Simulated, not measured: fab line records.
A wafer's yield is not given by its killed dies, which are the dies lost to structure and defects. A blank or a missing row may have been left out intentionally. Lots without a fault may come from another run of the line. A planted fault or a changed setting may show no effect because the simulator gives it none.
Which tool is to blame?    flow nandHarc    24 lots, 72 wafers sampled, at 6 steps of a route of 1159

== WHAT THE GAUGES SHOWED, per wafer ==
The record holds no reading of a measuring or inspecting step that can be judged against a usual standard deviation.

== WHICH TOOL RAN EACH LOT (tool, then ch and the chambers of the sampled wafers, then the start) ==
lot   NHARC_A_CONTACT_ETCH_132            NHARC_A_CONTACT_ETCH_88            NHARC_A_CONTACT_ETCH_138            NHARC_A_CONTACT_CVD_19                   NHARC_A_M0_ETCH_15                            NHARC_A_M0_ANNEAL_30
L076  harCapEtch-03 ch 0,1, day 16 22:52  rieDiel-07 ch 0,1,2, day 17 03:42  harCapEtch-02 ch 0,1, day 17 05:32  cvdW-01 ch 0,1, day 17 20:10 or earlier  rieDiel-08 ch 0,1,3, day 17 20:10 or earlier  rtpAnneal-02 ch 0, day 17 20:10
L074  harCapEtch-02 ch 0,1, day 17 00:05  rieDiel-05 ch 0,2, day 17 04:20    harCapEtch-01 ch 0,1, day 17 06:01  cvdW-01 ch 1, day 17 21:35 or earlier    rieDiel-08 ch 0,1,2, day 17 21:35 or earlier  rtpAnneal-01 ch 0, day 17 21:35
L075  harCapEtch-03 ch 0,1, day 17 08:36  rieDiel-05 ch 1,3, day 17 14:08    harCapEtch-02 ch 1, day 17 16:09    cvdW-02 ch 0, day 18 01:55 or earlier    rieDiel-08 ch 0,1,3, day 18 01:55 or earlier  rtpAnneal-02 ch 0, day 18 01:55
L079  harCapEtch-01 ch 0,1, day 17 09:40  rieDiel-13 ch 1,2,3, day 17 15:22  harCapEtch-03 ch 0,1, day 17 16:50  cvdW-01 ch 0,1, day 18 02:39 or earlier  rieDiel-09 ch 0,1,2, day 18 02:39 or earlier  rtpAnneal-02 ch 0, day 18 02:39
L080  harCapEtch-01 ch 1, day 17 17:20    rieDiel-05 ch 0,1,3, day 17 23:53  harCapEtch-02 ch 0,1, day 18 01:24  cvdW-02 ch 0,1, day 18 12:25 or earlier  rieDiel-08 ch 2,3, day 18 12:25 or earlier    rtpAnneal-01 ch 0, day 18 12:25
L077  harCapEtch-01 ch 0,1, day 17 23:23  rieDiel-07 ch 1,2,3, day 18 06:55  harCapEtch-03 ch 0,1, day 18 08:25  cvdW-01 ch 0,1, day 18 18:27 or earlier  rieDiel-08 ch 1,2,3, day 18 18:27 or earlier  rtpAnneal-01 ch 0, day 18 18:27
L081  harCapEtch-01 ch 0,1, day 18 07:36  rieDiel-05 ch 0,1,2, day 18 12:44  harCapEtch-01 ch 0,1, day 18 14:19  cvdW-01 ch 0,1, day 19 07:40 or earlier  rieDiel-03 ch 0,1,2, day 19 07:40 or earlier  rtpAnneal-02 ch 0, day 19 07:40
L078  harCapEtch-02 ch 0,1, day 18 08:26  rieDiel-05 ch 0,2, day 18 13:59    harCapEtch-02 ch 0,1, day 18 15:28  cvdW-01 ch 0,1, day 18 18:39             rieDiel-03 ch 2,3, day 19 08:04 or earlier    rtpAnneal-02 ch 0, day 19 08:04
L082  harCapEtch-03 ch 0,1, day 18 15:22  rieDiel-05 ch 2,3, day 18 19:34    harCapEtch-02 ch 0,1, day 18 21:02  cvdW-02 ch 1, day 19 04:50               rieDiel-03 ch 0,2,3, day 19 14:05 or earlier  rtpAnneal-01 ch 0, day 19 14:05
L083  harCapEtch-03 ch 0,1, day 19 06:01  rieDiel-05 ch 0,2,3, day 19 10:31  harCapEtch-01 ch 0,1, day 19 11:58  cvdW-02 ch 0,1, day 20 06:22 or earlier  rieDiel-08 ch 0,2,3, day 20 06:22 or earlier  rtpAnneal-01 ch 0, day 20 06:22
L084  harCapEtch-03 ch 0,1, day 19 19:25  rieDiel-07 ch 0,1,3, day 20 03:00  harCapEtch-02 ch 0, day 20 04:36    cvdW-01 ch 0,1, day 20 15:10 or earlier  rieDiel-03 ch 1,2,3, day 20 15:10 or earlier  rtpAnneal-02 ch 0, day 20 15:10
L086  harCapEtch-02 ch 0,1, day 19 22:27  rieDiel-05 ch 1,2,3, day 20 05:24  harCapEtch-01 ch 0,1, day 20 07:09  cvdW-02 ch 0,1, day 20 17:59 or earlier  rieDiel-03 ch 0,1,3, day 20 17:59 or earlier  rtpAnneal-01 ch 0, day 20 17:59
L085  harCapEtch-02 ch 0,1, day 20 02:20  rieDiel-13 ch 0,1,3, day 20 09:19  harCapEtch-03 ch 0,1, day 20 11:13  cvdW-02 ch 0,1, day 20 20:43 or earlier  rieDiel-03 ch 0,1,2, day 20 20:43 or earlier  rtpAnneal-01 ch 0, day 20 20:43
L088  harCapEtch-01 ch 0,1, day 20 04:28  rieDiel-05 ch 0,3, day 20 11:05    harCapEtch-01 ch 0,1, day 20 12:52  cvdW-02 ch 0,1, day 20 22:41 or earlier  rieDiel-09 ch 1,2,3, day 20 22:41 or earlier  rtpAnneal-02 ch 0, day 20 22:41
L089  harCapEtch-03 ch 0,1, day 20 10:05  rieDiel-05 ch 0,1, day 20 14:19    harCapEtch-01 ch 0,1, day 20 15:50  cvdW-02 ch 0,1, day 21 08:58 or earlier  rieDiel-09 ch 0,1, day 21 08:58 or earlier    rtpAnneal-01 ch 0, day 21 08:58
L087  harCapEtch-01 ch 0,1, day 20 11:26  rieDiel-05 ch 0,1,3, day 20 15:52  harCapEtch-02 ch 0,1, day 20 17:41  cvdW-02 ch 0,1, day 21 17:39 or earlier  rieDiel-09 ch 0,2,3, day 21 17:39 or earlier  rtpAnneal-02 ch 0, day 21 17:39
L090  harCapEtch-03 ch 0,1, day 20 12:50  rieDiel-05 ch 1,2,3, day 20 17:08  harCapEtch-01 ch 0,1, day 20 18:38  cvdW-02 ch 0,1, day 21 18:17 or earlier  rieDiel-03 ch 0,2,3, day 21 18:17 or earlier  rtpAnneal-01 ch 0, day 21 18:17
L092  harCapEtch-02 ch 0,1, day 20 14:58  rieDiel-07 ch 1,3, day 20 19:17    harCapEtch-03 ch 0,1, day 20 20:47  cvdW-02 ch 0,1, day 21 18:49 or earlier  rieDiel-09 ch 0,2,3, day 21 18:49 or earlier  rtpAnneal-01 ch 0, day 21 18:49
L093  harCapEtch-03 ch 0,1, day 20 17:48  rieDiel-07 ch 0,1,2, day 20 21:58  harCapEtch-01 ch 0,1, day 20 23:40  cvdW-01 ch 0,1, day 21 18:55 or earlier  rieDiel-08 ch 1,2, day 21 18:55 or earlier    rtpAnneal-02 ch 0, day 21 18:55
L091  harCapEtch-02 ch 0,1, day 20 19:22  rieDiel-13 ch 0,2,3, day 20 23:53  harCapEtch-02 ch 0,1, day 21 01:22  cvdW-01 ch 0,1, day 21 19:07 or earlier  rieDiel-03 ch 0,1,2, day 21 19:07 or earlier  rtpAnneal-02 ch 0, day 21 19:07
L095  harCapEtch-02 ch 1, day 21 17:50    rieDiel-05 ch 2,3, day 21 22:09    harCapEtch-03 ch 0, day 21 23:37    cvdW-01 ch 0,1, day 22 09:16 or earlier  rieDiel-08 ch 0,2,3, day 22 09:16 or earlier  rtpAnneal-02 ch 0, day 22 09:16
L096  harCapEtch-01 ch 0,1, day 21 23:22  rieDiel-05 ch 0,2,3, day 22 03:40  harCapEtch-02 ch 0,1, day 22 05:08  cvdW-02 ch 0,1, day 22 18:02 or earlier  rieDiel-03 ch 0,1,3, day 22 18:02 or earlier  rtpAnneal-02 ch 0, day 22 18:02
L094  harCapEtch-01 ch 0,1, day 22 04:14  rieDiel-05 ch 0,2, day 22 08:16    harCapEtch-01 ch 0,1, day 22 09:45  cvdW-01 ch 0,1, day 22 23:29 or earlier  rieDiel-09 ch 1,2,3, day 22 23:29 or earlier  rtpAnneal-02 ch 0, day 22 23:29
L097  harCapEtch-03 ch 0,1, day 22 07:46  rieDiel-05 ch 0,2,3, day 22 12:04  harCapEtch-02 ch 0,1, day 22 13:49  cvdW-02 ch 0,1, day 23 02:49 or earlier  rieDiel-03 ch 0,2,3, day 23 02:49 or earlier  rtpAnneal-01 ch 0, day 23 02:49
- NHARC_A_CONTACT_ETCH_132: etches the open film in C4F8/O2/Ar, time 156 s, target depth 958 nm.
- NHARC_A_CONTACT_ETCH_88: etches the open film in CF4, target depth 39 nm, time 65 s.
- NHARC_A_CONTACT_ETCH_138: etches the open film in C4F8/O2/Ar, time 132 s, target depth 1289 nm.
- NHARC_A_CONTACT_CVD_19: deposits W, target thk 300 nm, time 802 s.
- NHARC_A_M0_ETCH_15: etches the open film in C4F8/Ar, target depth 150 nm, overetch 15 nm, time 82.5 s.
- NHARC_A_M0_ANNEAL_30: time 90 s.

== AS READ BY THE TOOLS THEMSELVES (means over the sampled wafers that have a number; for cases with no such wafer, the mark the record gives instead) ==
NHARC_A_CONTACT_ETCH_88. Usual: drypumpMotorCurrentA 5.7 A, standard deviation 0.42; oesProductAu 1.004 a.u., standard deviation 0.014; rfVppV 151.1 V, standard deviation 0.98; showerheadPlenumPTorr 1.77 Torr, standard deviation 0.05; throttleValvePct 13.284 %, standard deviation 0.0093.
lot   tool        drypumpMotorCurrentA (A)  oesProductAu (a.u.)  rfVppV (V)  showerheadPlenumPTorr (Torr)  throttleValvePct (%)  flag
L076  rieDiel-07  6.0                       1.009                151.0       1.76                          13.290                
L074  rieDiel-05  5.7                       1.010                150.6       1.76                          13.277                
L075  rieDiel-05  5.3                       1.000                151.1       1.77                          13.290                
L079  rieDiel-13  5.7                       1.003                152.5       1.85                          13.281                
L080  rieDiel-05  5.3                       1.004                150.4       1.78                          13.291                
L077  rieDiel-07  5.9                       1.013                151.3       1.77                          13.275                
L081  rieDiel-05  5.7                       0.999                151.1       1.76                          13.283                
L078  rieDiel-05  6.1                       1.003                150.2       1.72                          13.292                
L082  rieDiel-05  5.7                       1.000                151.1       1.73                          13.284                
L083  rieDiel-05  5.7                       1.007                150.5       1.74                          13.280                
L084  rieDiel-07  6.0                       1.003                151.1       1.76                          13.284                
L086  rieDiel-05  5.7                       1.001                151.3       1.74                          13.283                
L085  rieDiel-13  5.6                       1.000                151.6       1.85                          13.286                
L088  rieDiel-05  5.4                       1.004                150.1       1.78                          13.293                
L089  rieDiel-05  5.2                       1.000                151.4       1.80                          13.281                
L087  rieDiel-05  5.3                       0.991                151.3       1.78                          13.282                
L090  rieDiel-05  5.7                       1.006                151.8       1.74                          13.287                
L092  rieDiel-07  5.9                       1.006                152.1       1.77                          13.295                
L093  rieDiel-07  6.1                       1.002                150.7       1.75                          13.287                
L091  rieDiel-13  5.7                       1.006                151.3       1.85                          13.279                
L095  rieDiel-05  6.1                       1.012                149.9       1.70                          13.287                
L096  rieDiel-05  5.7                       1.010                150.8       1.74                          13.281                
L094  rieDiel-05  5.7                       1.019                150.9       1.75                          13.278                
L097  rieDiel-05  5.7                       1.004                150.8       1.74                          13.290                

NHARC_A_CONTACT_CVD_19. Usual: heaterPowerW 433 W, standard deviation 23; throttleValvePct 8.07 %, standard deviation 0.24.
lot   tool     heaterPowerW (W)  throttleValvePct (%)  flag
L076  cvdW-01  436               7.89                  
L074  cvdW-01  417               7.71                  
L075  cvdW-02  445               8.23                  
L079  cvdW-01  437               7.99                  
L080  cvdW-02  418               8.08                  
L077  cvdW-01  451               8.05                  
L081  cvdW-01  438               7.97                  
L078  cvdW-01  435               8.02                  
L082  cvdW-02  407               7.92                  
L083  cvdW-02  419               8.04                  
L084  cvdW-01  437               8.09                  
L086  cvdW-02  432               8.25                  
L085  cvdW-02  434               8.11                  
L088  cvdW-02  440               7.94                  
L089  cvdW-02  416               8.02                  
L087  cvdW-02  429               8.19                  
L090  cvdW-02  421               8.17                  
L092  cvdW-02  424               8.16                  
L093  cvdW-01  427               7.80                  
L091  cvdW-01  438               7.82                  
L095  cvdW-01  437               7.96                  
L096  cvdW-02  418               8.09                  
L094  cvdW-01  441               7.93                  
L097  cvdW-02  420               8.22                  

NHARC_A_M0_ETCH_15. Usual: oesProductAu 0.952 a.u., standard deviation 0.024; rfVppV 441.1 V, standard deviation 2.5.
lot   tool        oesProductAu (a.u.)  rfVppV (V)  flag
L076  rieDiel-08  0.938                439.9       
L074  rieDiel-08  0.961                440.0       
L075  rieDiel-08  0.951                440.4       
L079  rieDiel-09  0.972                441.7       
L080  rieDiel-08  0.937                441.0       
L077  rieDiel-08  0.927                440.3       
L081  rieDiel-03  0.970                442.8       
L078  rieDiel-03  0.960                438.8       
L082  rieDiel-03  0.963                440.0       
L083  rieDiel-08  0.935                441.0       
L084  rieDiel-03  0.969                440.7       
L086  rieDiel-03  0.963                441.5       
L085  rieDiel-03  0.916                442.7       
L088  rieDiel-09  0.954                442.6       
L089  rieDiel-09  0.957                441.1       
L087  rieDiel-09  0.959                441.4       
L090  rieDiel-03  0.924                439.8       
L092  rieDiel-09  0.958                441.2       
L093  rieDiel-08  0.983                438.9       
L091  rieDiel-03  0.961                442.8       
L095  rieDiel-08  0.989                440.9       
L096  rieDiel-03  0.921                441.7       
L094  rieDiel-09  0.910                442.2       
L097  rieDiel-03  0.934                440.0       

NHARC_A_M0_ANNEAL_30. Usual: wafer_temp_C_max reads 226.09 (standard deviation 0.26).
lot   tool          wafer_temp_C_max  flag
L076  rtpAnneal-02  226.09            
L074  rtpAnneal-01  226.21            
L075  rtpAnneal-02  225.92            
L079  rtpAnneal-02  225.71            
L080  rtpAnneal-01  225.94            
L077  rtpAnneal-01  226.24            
L081  rtpAnneal-02  226.16            
L078  rtpAnneal-02  225.70            
L082  rtpAnneal-01  226.16            
L083  rtpAnneal-01  225.98            
L084  rtpAnneal-02  226.22            
L086  rtpAnneal-01  226.25            
L085  rtpAnneal-01  226.49            
L088  rtpAnneal-02  226.37            
L089  rtpAnneal-01  226.15            
L087  rtpAnneal-02  226.04            
L090  rtpAnneal-01  226.21            
L092  rtpAnneal-01  226.01            
L093  rtpAnneal-02  225.97            
L091  rtpAnneal-02  226.18            
L095  rtpAnneal-02  226.15            
L096  rtpAnneal-02  225.89            
L094  rtpAnneal-02  226.07            
L097  rtpAnneal-01  226.21            

== THE ANSWER, worked out from the rows above alone ==
Rule: lot off if the mean of its wafers having a number is beyond 3 standard deviations from the usual mean. Also off: a lot with no number at a reading for which 4 or more lots have one. All remaining lots with rows at the step are treated as sound. The gauges are gone through in route order, then the tools' own readings, and for those a lot's mean is taken as printed above. The first step at which some lot is off is used, and at that step the reading that is off furthest; a lot without a number counts as furthest.
None of the lots is off at any reading shown; this tells nothing.

== WHAT THE SIMULATOR PUT IN ==
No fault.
